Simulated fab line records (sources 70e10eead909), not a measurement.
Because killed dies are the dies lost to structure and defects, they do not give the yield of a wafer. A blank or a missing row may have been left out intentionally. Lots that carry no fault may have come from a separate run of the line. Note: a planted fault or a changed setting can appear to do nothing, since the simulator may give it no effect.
Check for tools in common | flow nand-harc | 6 wafers sampled across 2 lots

WHY IT WAS OPENED
On 2 of the 2 lots, a flag is raised at NHARC_END_SORT_01 on the reading killed-at-array. Wafers without a fault read 55, standard deviation 15.
Rule: a lot is flagged when every wafer of it that has a number lies more than 4 standard deviations from that mean, or none has a number. The rest of the lots are taken to be sound.

lot  | measured     | on        | killed-at-array, wafer by wafer | flag
L800 | day 26 20:17 | prober-02 | 676 674 673                     | FLAGGED
L801 | day 27 17:48 | prober-01 | 672 675 676                     | FLAGGED
On average the flagged lots' numbers are 674, which is +619 against the usual, or +41 standard deviations.

EACH LOT AND THE TOOL IT RAN ON
The record holds 3 process steps before the reading, out of a route of 1302 steps. In each cell: the tool, then ch and the chambers that the sampled wafers went through, then the start.
lot  | flag    | NHARC_A_STAIRCASE_ETCHBACK_422     | NHARC_A_SGD_CUT_DESCUM_14          | NHARC_A_SGD_CUT_ETCH_15
L800 | FLAGGED | rie-diel-06 ch 0,3, day 21 05:45   | rie-diel-11 ch 0,1,2, day 21 08:05 | rie-diel-11 ch 0,2,3, day 21 08:34
L801 | FLAGGED | rie-diel-01 ch 0,2,3, day 22 04:52 | rie-diel-02 ch 0,1,2, day 22 07:05 | rie-diel-02 ch 0,2,3, day 22 07:34
What these steps do:
- NHARC_A_STAIRCASE_ETCHBACK_422: etches the open film in CH3F/O2, target depth 40 nm, time 74.286 s.
- NHARC_A_SGD_CUT_DESCUM_14: chemistry O2, time 3 s.
- NHARC_A_SGD_CUT_ETCH_15: etches the open film in CH3F/O2, target depth 75 nm, time 64.3 s.
- NHARC_END_SORT_01

FLAGGED AGAINST TOTAL, ONE TOOL AT A TIME (gauges that did the reading follow at the end)
step                           | tool        | lots run | flagged | share of the flagged lots | sound lots run after its first flagged lot
NHARC_A_STAIRCASE_ETCHBACK_422 | rie-diel-01 | 1        | 1       | some                      | 0
NHARC_A_STAIRCASE_ETCHBACK_422 | rie-diel-06 | 1        | 1       | some                      | 0
NHARC_A_SGD_CUT_DESCUM_14      | rie-diel-02 | 1        | 1       | some                      | 0
NHARC_A_SGD_CUT_DESCUM_14      | rie-diel-11 | 1        | 1       | some                      | 0
NHARC_A_SGD_CUT_ETCH_15        | rie-diel-02 | 1        | 1       | some                      | 0
NHARC_A_SGD_CUT_ETCH_15        | rie-diel-11 | 1        | 1       | some                      | 0
NHARC_END_SORT_01              | prober-01   | 1        | 1       | some                      | 0
NHARC_END_SORT_01              | prober-02   | 1        | 1       | some                      | 0

WHAT THE TABLE PERMITS
No row of the table ran every flagged lot.

WHAT HAD BEEN PUT IN BY THE SIMULATOR
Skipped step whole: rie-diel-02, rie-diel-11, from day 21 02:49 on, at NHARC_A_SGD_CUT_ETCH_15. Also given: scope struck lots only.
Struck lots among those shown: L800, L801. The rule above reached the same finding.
